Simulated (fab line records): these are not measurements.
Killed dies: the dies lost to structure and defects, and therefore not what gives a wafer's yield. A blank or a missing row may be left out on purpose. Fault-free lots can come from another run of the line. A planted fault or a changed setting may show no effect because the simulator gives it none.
Matching of chambers	flow nandHarc	NHARC_P_M2_DEP_33 on pecvd-03 has 3 sister chambers
The step deposits SiCN, target thk 30 nm. 3 wafers are shown with their chamber, then 10 later ones without.

## WAFERS WITH THEIR CHAMBER
wafer	chamber	heaterPowerW (W)
L085.6	2	642
L086.2	1	724
L086.5	0	618

## WAFERS WITH NO CHAMBER GIVEN
wafer	heaterPowerW (W)
L086.6	713
L089.1	717
L089.4	634
L089.5	699
L092.3	747
L092.4	775
L092.6	733
L096.3	706
L096.4	575
L096.5	726

## THE CHAMBER EACH PASSED THROUGH
wafer	from the rows above	in truth
L086.6	1	1
L089.1	1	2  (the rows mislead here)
L089.4	can't be placed: 2 or 0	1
L089.5	can't be placed: 1 or 2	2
L092.3	1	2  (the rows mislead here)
L092.4	1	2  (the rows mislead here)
L092.6	1	1
L096.3	can't be placed: 1 or 2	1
L096.4	can't be placed: 0 or 2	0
L096.5	1	1
3 of 10 placed correctly. Cannot be placed on the basis of these rows: 4; the candidates contain the true chamber in 3. Wrongly placed: 3.
How it was worked out, from the rows above alone: a wafer's distance from a chamber is the root of the sum, over the readings, of the square of ((its reading less the chamber's mean) divided by the reading's scatter). The wafer belongs to the nearest chamber; if the next one is less than 2 further off, it can't be placed. Each chamber's mean is taken over the wafers shown for it. The scatter (one wafer shown for each chamber): square how far every hidden wafer sits from the nearest shown wafer, average those squares and take the square root.
